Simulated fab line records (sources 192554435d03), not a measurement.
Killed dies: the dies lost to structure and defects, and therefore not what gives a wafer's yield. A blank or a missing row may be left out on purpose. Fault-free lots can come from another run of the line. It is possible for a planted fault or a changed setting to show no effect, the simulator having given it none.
Matching of chambers + flow n5Finfet + 4 sister chambers for N5_BEOL_M9_DESCUM_16 on rieDiel-06
The step chemistry O2, time 7.9 s. 7 wafers are shown with their chamber, then 9 later ones without.

== WAFERS, EACH WITH ITS CHAMBER ==
| wafer  | chamber | drypumpMotorCurrentA (A) | throttleValvePct (%) |
|--------|---------|--------------------------|----------------------|
| L084.5 | 0       | 5.5                      | 20.33                |
| L086.1 | 3       | 5.9                      | 20.44                |
| L086.4 | 2       | 5.7                      | 20.64                |
| L086.5 | 1       | 6.2                      | 20.83                |
| L088.3 | 2       | 5.8                      | 20.64                |
| L088.5 | 0       | 5.5                      | 20.32                |
| L088.6 | 1       | 6.2                      | 20.86                |

== WAFERS MISSING THEIR CHAMBER ==
| wafer  | drypumpMotorCurrentA (A) | throttleValvePct (%) |
|--------|--------------------------|----------------------|
| L089.1 | 6.2                      | 20.84                |
| L089.4 | 5.5                      | 20.33                |
| L089.5 | 6.2                      | 20.84                |
| L093.1 | 6.1                      | 20.86                |
| L093.2 | 5.9                      | 20.47                |
| L093.4 | 5.7                      | 20.65                |
| L095.1 | 5.5                      | 20.36                |
| L095.2 | 6.2                      | 20.85                |
| L095.3 | 5.7                      | 20.66                |

== THE CHAMBER EACH PASSED THROUGH ==
| wafer  | from the rows above | in truth |
|--------|---------------------|----------|
| L089.1 | 1                   | 1        |
| L089.4 | 0                   | 0        |
| L089.5 | 1                   | 1        |
| L093.1 | 1                   | 1        |
| L093.2 | 3                   | 3        |
| L093.4 | 2                   | 2        |
| L095.1 | 0                   | 0        |
| L095.2 | 1                   | 1        |
| L095.3 | 2                   | 2        |
Correctly placed: 9 of 9. Can't be placed from these rows: 0. Placed wrongly: 0.
How it was worked out, from the rows above alone: a wafer's distance from a chamber is the root of the sum, over the readings, of the square of ((its reading less the chamber's mean) divided by the reading's scatter). The wafer belongs to the nearest chamber; if the next one is less than 2 further off, it can't be placed. For every chamber, the mean is computed from those of its wafers that are shown. The scatter is the square root of a quotient: the sum, over the shown wafers, of each reading's squared deviation from its chamber's mean, divided by wafers minus chambers.
